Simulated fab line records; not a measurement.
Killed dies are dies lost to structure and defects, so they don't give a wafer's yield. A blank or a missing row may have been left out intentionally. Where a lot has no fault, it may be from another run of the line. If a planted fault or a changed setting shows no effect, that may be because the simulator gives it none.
Which of the tools did it?    flow nand-harc    72 wafers from 24 lots sampled at 6 of the route's 1302 steps

== WHAT EACH GAUGE READ, for each wafer ==
NHARC_A_M0_CD_MEAS_09 targets a cd of 80 nm. Usual: cd-nm reads 79.5 nm (standard deviation 0.74).
lot   measured      on         cd-nm (nm)      flag
L075  day 23 05:08  cd-sem-02  80.6 80.8 80.3  
L074  day 23 07:26  cd-sem-01  79.2 79.4 79.0  
L076  day 23 14:20  cd-sem-02  79.7 78.9 80.1  
L077  day 24 09:41  cd-sem-01  80.4 79.4 79.8  
L082  day 26 21:55  cd-sem-02  78.9 78.2 78.1  
L081  day 27 07:49  cd-sem-01  79.6 80.0 80.2  
L078  day 27 10:58  cd-sem-03  79.7 79.4 80.0  
L084  day 27 19:04  cd-sem-03  78.4 79.1 78.5  
L080  day 28 03:11  cd-sem-01  80.3 79.3 79.6  
L083  day 28 13:51  cd-sem-01  79.5 78.4 78.2  
L085  day 28 21:39  cd-sem-03  79.1 79.4 80.0  
L086  day 29 03:20  cd-sem-03  80.4 80.8 80.8  
L079  day 29 06:29  cd-sem-01  79.0 80.2 79.9  
L087  day 29 11:33  cd-sem-02  78.7 78.0 78.3  
L088  day 29 13:04  cd-sem-03  78.5 79.1 78.7  
L089  day 29 18:04  cd-sem-03  80.7 78.9 79.3  
L090  day 29 19:29  cd-sem-02  79.7 79.5 79.5  
L091  day 29 22:52  cd-sem-02  78.6 78.3 78.2  
L092  day 30 16:24  cd-sem-03  80.0 79.9 80.1  
L093  day 30 23:22  cd-sem-02  80.5 80.2 80.4  
L094  day 30 23:58  cd-sem-03  79.5 78.7 79.4  
L095  day 32 07:10  cd-sem-02  78.2 79.6 79.0  
L096  day 32 09:15  cd-sem-01  79.8 79.4 80.7  
L097  day 33 21:13  cd-sem-02  79.8 79.5 79.8  

NHARC_A_M1_INSPECT_11. Usual: raw-defect-count reads 79 (standard deviation 33).
lot   measured      on                 raw-defect-count  flag
L075  day 23 09:20  defect-inspect-02  104 86 112        
L074  day 23 11:37  defect-inspect-01  26 30 28          
L076  day 23 19:51  defect-inspect-01  77 104 103        
L077  day 24 14:05  defect-inspect-02  110 123 107       
L082  day 27 02:03  defect-inspect-02  84 82 81          
L081  day 27 12:01  defect-inspect-01  13 19 20          
L078  day 27 15:05  defect-inspect-01  79 105 87         
L084  day 27 23:23  defect-inspect-01  97 85 78          
L080  day 28 07:21  defect-inspect-01  92 94 88          
L083  day 28 18:02  defect-inspect-01  96 106 101        
L085  day 29 01:42  defect-inspect-02  75 74 76          
L086  day 29 07:53  defect-inspect-01  33 48 59          
L079  day 29 10:58  defect-inspect-02  62 58 74          
L087  day 29 15:37  defect-inspect-01  56 55 59          
L088  day 29 17:22  defect-inspect-01  111 117 129       
L089  day 29 22:18  defect-inspect-01  95 105 97         
L090  day 29 23:35  defect-inspect-01  62 66 75          
L091  day 30 03:08  defect-inspect-01  139 104 115       
L092  day 30 20:57  defect-inspect-01  69 99 72          
L093  day 31 03:35  defect-inspect-01  93 108 90         
L094  day 31 04:08  defect-inspect-02  94 92 79          
L095  day 32 11:13  defect-inspect-01  22 26 23          
L096  day 32 13:19  defect-inspect-01  124 138 170       
L097  day 34 01:23  defect-inspect-02  26 24 33          

NHARC_A_M1_THK_MEAS_24: measures by xrf. Usual: thk-nm reads 154.3 nm (standard deviation 1.5).
lot   measured      on             thk-nm (nm)        flag
L075  day 23 11:52  film-metro-02  154.5 153.2 152.1  
L074  day 23 14:05  film-metro-01  155.3 156.0 152.6  
L076  day 23 22:20  film-metro-01  156.2 152.6 153.3  
L077  day 24 16:34  film-metro-02  154.6 155.0 155.5  
L082  day 27 04:56  film-metro-02  153.5 153.5 153.3  
L081  day 27 14:29  film-metro-01  155.9 154.5 154.6  
L078  day 27 17:40  film-metro-02  154.2 154.0 154.1  
L084  day 28 01:52  film-metro-02  152.1 154.4 153.8  
L080  day 28 09:52  film-metro-01  156.8 153.2 156.1  
L083  day 28 20:30  film-metro-02  155.3 155.0 154.8  
L085  day 29 04:12  film-metro-01  153.8 153.3 155.1  
L086  day 29 10:22  film-metro-01  153.7 157.0 157.7  
L079  day 29 13:26  film-metro-01  154.0 157.2 155.3  
L087  day 29 18:22  film-metro-02  157.9 154.0 157.3  
L088  day 29 20:00  film-metro-01  155.8 154.0 154.4  
L089  day 30 00:55  film-metro-02  155.1 156.3 154.4  
L090  day 30 02:04  film-metro-02  151.5 157.0 157.3  
L091  day 30 05:53  film-metro-01  154.1 156.2 156.6  
L092  day 30 23:32  film-metro-02  153.4 157.3 154.4  
L093  day 31 06:05  film-metro-02  154.3 155.4 154.2  
L094  day 31 06:36  film-metro-02  154.8 153.6 155.2  
L095  day 32 13:43  film-metro-02  153.8 156.1 154.2  
L096  day 32 15:47  film-metro-02  151.1 152.0 154.7  
L097  day 34 03:52  film-metro-02  153.4 153.5 152.2  

== EACH LOT AND THE TOOL THAT RAN IT (in order: tool; ch and the chambers of the sampled wafers; start) ==
lot   NHARC_A_BLC_CMP_25             NHARC_A_M0_PRE_CLEAN_31          NHARC_A_M1_CMP_23
L075  cmp-04 ch 0,2,3, day 23 03:52  pecvd-03 ch 0,1, day 23 07:52    cmp-04 ch 0,2,3, day 23 11:33
L074  cmp-01 ch 0,1,3, day 23 06:03  pecvd-02 ch 0,2, day 23 10:10    cmp-02 ch 0,2, day 23 13:49
L076  cmp-04 ch 0,2, day 23 13:10    pecvd-01 ch 0,2, day 23 17:06    cmp-04 ch 1,3, day 23 22:02
L077  cmp-02 ch 0,3, day 24 08:17    pecvd-01 ch 0,2, day 24 12:28    cmp-03 ch 0,1, day 24 16:15
L082  cmp-01 ch 0,2,3, day 26 20:35  pecvd-03 ch 0,2, day 27 00:38    cmp-03 ch 0,1,2, day 27 04:41
L081  cmp-04 ch 0,1,2, day 27 06:34  pecvd-01 ch 0,1,2, day 27 10:34  cmp-02 ch 0,1,2, day 27 14:10
L078  cmp-02 ch 0,2,3, day 27 09:47  pecvd-01 ch 0,1, day 27 13:46    cmp-04 ch 0,1,3, day 27 17:24
L084  cmp-02 ch 2,3, day 27 17:46    pecvd-02 ch 0,1, day 27 22:05    cmp-04 ch 0,1,2, day 28 01:37
L080  cmp-01 ch 1,2,3, day 28 01:55  pecvd-03 ch 0,1, day 28 05:56    cmp-02 ch 1,2, day 28 09:32
L083  cmp-02 ch 0,1,3, day 28 12:35  pecvd-01 ch 1,2, day 28 16:35    cmp-04 ch 0,1,3, day 28 20:11
L085  cmp-02 ch 0,1,2, day 28 20:29  pecvd-01 ch 0,2, day 29 00:25    cmp-03 ch 1,3, day 29 03:54
L086  cmp-01 ch 1,2,3, day 29 01:55  pecvd-03 ch 0,2, day 29 06:17    cmp-02 ch 0,1,2, day 29 10:02
L079  cmp-02 ch 0,1,2, day 29 05:01  pecvd-02 ch 0,1,2, day 29 09:23  cmp-04 ch 0,2, day 29 13:09
L087  cmp-01 ch 0,3, day 29 10:14    pecvd-03 ch 1,2, day 29 14:20    cmp-02 ch 0,1,3, day 29 18:05
L088  cmp-02 ch 1,2,3, day 29 11:38  pecvd-01 ch 0,1, day 29 15:55    cmp-03 ch 2,3, day 29 19:43
L089  cmp-02 ch 0,3, day 29 16:33    pecvd-01 ch 0,1,2, day 29 20:50  cmp-04 ch 0,2,3, day 30 00:41
L090  cmp-04 ch 0,1,3, day 29 18:13  pecvd-02 ch 0,2, day 29 22:14    cmp-02 ch 1,2,3, day 30 01:46
L091  cmp-01 ch 1,2, day 29 21:35    pecvd-03 ch 0,1, day 30 01:41    cmp-02 ch 0,1,3, day 30 05:39
L092  cmp-01 ch 0,3, day 30 15:06    pecvd-02 ch 0,1, day 30 19:31    cmp-02 ch 0,2,3, day 30 23:16
L093  cmp-02 ch 0,2,3, day 30 22:14  pecvd-03 ch 1,2, day 31 02:05    cmp-03 ch 1,3, day 31 05:48
L094  cmp-04 ch 0,1,3, day 30 22:32  pecvd-01 ch 0,1,2, day 31 02:41  cmp-03 ch 0,1,2, day 31 06:17
L095  cmp-01 ch 0,1,2, day 32 05:55  pecvd-01 ch 0,2, day 32 09:53    cmp-03 ch 0,1, day 32 13:25
L096  cmp-02 ch 0,3, day 32 08:04    pecvd-01 ch 1,2, day 32 11:59    cmp-04 ch 0,1,3, day 32 15:34
L097  cmp-01 ch 0,2,3, day 33 19:55  pecvd-02 ch 0,2, day 33 23:56    cmp-03 ch 1,2, day 34 03:34
- NHARC_A_BLC_CMP_25: polishes, t overpolish 30 s, target thk 150 nm.
- NHARC_A_M0_PRE_CLEAN_31: time 12 s.
- NHARC_A_M1_CMP_23: polishes, t overpolish 20 s, target thk 154.34 nm.

== WHAT THE TOOLS THEMSELVES READ (means of the sampled wafers that have a number; where no wafer has one, the mark that the record gives instead) ==
NHARC_A_BLC_CMP_25. Usual: motor-current-A 12.5 A, standard deviation 1.4; overpolish-run-s 30.001 s, standard deviation 0.0086; time-to-endpoint-s 30.0 s, standard deviation 2.4.
lot   tool    motor-current-A (A)  overpolish-run-s (s)  time-to-endpoint-s (s)  flag
L075  cmp-04  12.2                 29.999                28.8                    
L074  cmp-01  12.5                 30.002                30.0                    
L076  cmp-04  11.3                 29.992                28.5                    
L077  cmp-02  11.6                 30.003                25.5                    
L082  cmp-01  13.6                 30.003                29.1                    
L081  cmp-04  11.1                 30.001                26.7                    
L078  cmp-02  12.5                 30.001                33.0                    
L084  cmp-02  13.2                 29.993                30.1                    
L080  cmp-01  13.2                 29.999                30.7                    
L083  cmp-02  11.6                 29.992                29.0                    
L085  cmp-02  12.0                 29.994                30.3                    
L086  cmp-01  13.2                 29.998                29.0                    
L079  cmp-02  11.9                 30.006                32.1                    
L087  cmp-01  13.8                 30.000                32.0                    
L088  cmp-02  13.0                 29.999                31.2                    
L089  cmp-02  11.4                 29.989                30.2                    
L090  cmp-04  12.2                 30.008                30.8                    
L091  cmp-01  13.7                 29.999                33.4                    
L092  cmp-01  13.4                 30.009                30.3                    
L093  cmp-02  12.3                 30.007                27.4                    
L094  cmp-04  12.6                 30.003                28.9                    
L095  cmp-01  12.7                 30.006                29.7                    
L096  cmp-02  11.4                 30.005                27.9                    
L097  cmp-01  13.9                 29.997                31.4                    

NHARC_A_M0_PRE_CLEAN_31. Usual: heater-power-w reads 638 W (standard deviation 68).
lot   tool      heater-power-w (W)  flag
L075  pecvd-03  600                 
L074  pecvd-02  622                 
L076  pecvd-01  698                 
L077  pecvd-01  632                 
L082  pecvd-03  625                 
L081  pecvd-01  635                 
L078  pecvd-01  632                 
L084  pecvd-02  628                 
L080  pecvd-03  686                 
L083  pecvd-01  557                 
L085  pecvd-01  716                 
L086  pecvd-03  692                 
L079  pecvd-02  619                 
L087  pecvd-03  641                 
L088  pecvd-01  667                 
L089  pecvd-01  638                 
L090  pecvd-02  598                 
L091  pecvd-03  663                 
L092  pecvd-02  610                 
L093  pecvd-03  662                 
L094  pecvd-01  653                 
L095  pecvd-01  709                 
L096  pecvd-01  540                 
L097  pecvd-02  631                 

NHARC_A_M1_CMP_23. Usual: motor-current-A 11.7 A, standard deviation 1.2; time-to-endpoint-s 28.9 s, standard deviation 2.6.
lot   tool    motor-current-A (A)  time-to-endpoint-s (s)  flag
L075  cmp-04  12.1                 24.5                    
L074  cmp-02  11.3                 30.4                    
L076  cmp-04  12.7                 26.6                    
L077  cmp-03  11.7                 29.1                    
L082  cmp-03  11.9                 27.6                    
L081  cmp-02  11.6                 32.8                    
L078  cmp-04  11.6                 27.6                    
L084  cmp-04  11.7                 29.3                    
L080  cmp-02  12.5                 29.4                    
L083  cmp-04  12.1                 29.0                    
L085  cmp-03  10.7                 32.1                    
L086  cmp-02  11.8                 31.0                    
L079  cmp-04  11.3                 26.7                    
L087  cmp-02  11.8                 30.9                    
L088  cmp-03  10.8                 29.4                    
L089  cmp-04  12.3                 28.8                    
L090  cmp-02  12.6                 30.9                    
L091  cmp-02  11.7                 29.1                    
L092  cmp-02  12.3                 29.5                    
L093  cmp-03  10.7                 32.3                    
L094  cmp-03  11.9                 26.7                    
L095  cmp-03  11.9                 28.6                    
L096  cmp-04  11.5                 28.3                    
L097  cmp-03  12.0                 30.0                    

== THE ANSWER, worked out from the rows above alone ==
Rule: a lot is off if the mean of its wafers that have a number lies more than 3 standard deviations from the usual mean. A lot without any number at a reading at which 4 lots or more have one is off too. The other lots that the step has rows for count as sound. The gauges are gone through in route order, then the tools' own readings, and for those a lot's mean is taken as printed above. At the first step where some lot is off, the reading lying furthest off is the one used; lots without a number count as furthest.
No lot is off at any reading shown: from this, nothing can be told.

== WHAT THE SIMULATOR HAD PUT IN ==
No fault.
